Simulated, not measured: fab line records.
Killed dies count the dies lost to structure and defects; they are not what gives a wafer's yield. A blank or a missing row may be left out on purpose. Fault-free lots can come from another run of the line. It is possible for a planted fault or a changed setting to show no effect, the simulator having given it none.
Chamber matching    flow n5Finfet    4 sister chambers for N5_BEOL_M10_ETCH_65 on rieDiel-06
The step etches SiARC in CF4, target depth 39 nm, time 65 s. 4 wafers are shown with their chamber, then 10 later ones without.

## WAFERS PAIRED WITH THEIR CHAMBERS
wafer   chamber  drypumpMotorCurrentA (A)
L084.3  3        5.9
L086.1  2        5.1
L086.4  0        6.2
L089.5  1        4.8

## WAFERS WITHOUT THEIR CHAMBER
wafer   drypumpMotorCurrentA (A)
L089.6  6.2
L090.1  6.2
L090.2  5.1
L090.5  5.1
L095.1  5.9
L095.3  5.1
L095.4  5.1
L096.1  4.8
L096.3  5.8
L096.4  4.8

## THE CHAMBER EACH PASSED THROUGH
wafer   from the rows above  in truth
L089.6  0                    0
L090.1  0                    0
L090.2  2                    2
L090.5  2                    2
L095.1  3                    3
L095.3  2                    2
L095.4  2                    2
L096.1  1                    1
L096.3  3                    3
L096.4  1                    1
10 of 10 placed correctly. Left unplaced by these rows: 0. Placed wrongly: 0.
How it was worked out, from the rows above alone: a wafer's distance from a chamber is the root of the sum, over the readings, of the square of ((its reading less the chamber's mean) divided by the reading's scatter). The wafer belongs to the nearest chamber; if the next one is less than 2 further off, it can't be placed. A chamber's mean is the mean of its shown wafers. The scatter: with one shown wafer a chamber, the root of the mean of the squares of how far each hidden wafer lies from its nearest shown one.
